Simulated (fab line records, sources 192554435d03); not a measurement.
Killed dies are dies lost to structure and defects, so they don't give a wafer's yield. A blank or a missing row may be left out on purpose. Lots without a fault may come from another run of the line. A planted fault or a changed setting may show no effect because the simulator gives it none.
Chamber matching | flow n5_finfet | N5_FIN_CUT_CUT_ETCH_27 on rie_diel-06: 4 sister chambers
The step etches SiO2 in CHF3/O2, target depth 4 nm, overetch 2 nm, time 4.9 s. 4 wafers are shown with their chamber, then 12 later ones without.

WAFERS WITH THEIR CHAMBER
wafer  | chamber | drypump_motor_current_A (A)
L081.2 | 2       | 5.9
L083.4 | 3       | 6.4
L088.1 | 0       | 5.1
L088.5 | 1       | 6.6

WAFERS WITHOUT THEIR CHAMBER
wafer  | drypump_motor_current_A (A)
L090.1 | 6.6
L090.3 | 5.1
L090.5 | 6.6
L091.2 | 5.9
L091.3 | 6.6
L091.4 | 6.5
L092.1 | 6.6
L092.2 | 6.5
L092.5 | 6.6
L093.2 | 6.6
L093.4 | 5.9
L093.6 | 6.6

WHICH CHAMBER EACH WENT THROUGH
wafer  | from the rows above     | in truth
L090.1 | 1                       | 1
L090.3 | 0                       | 0
L090.5 | 1                       | 1
L091.2 | 2                       | 2
L091.3 | 1                       | 1
L091.4 | can't be placed: 1 or 3 | 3
L092.1 | 1                       | 1
L092.2 | can't be placed: 1 or 3 | 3
L092.5 | 1                       | 1
L093.2 | 1                       | 1
L093.4 | 2                       | 2
L093.6 | 1                       | 1
Placed correctly: 10 of 12. Can't be placed from these rows: 2 (the true chamber is among the candidates in 2). Placed wrongly: 0.
How it was worked out, from the rows above alone: a wafer's distance from a chamber is the root of the sum, over the readings, of the square of ((its reading less the chamber's mean) divided by the reading's scatter). The wafer belongs to the nearest chamber; if the next one is less than 2 further off, it can't be placed. A chamber's mean is the mean of its shown wafers. The scatter: with one shown wafer a chamber, the root of the mean of the squares of how far each hidden wafer lies from its nearest shown one.
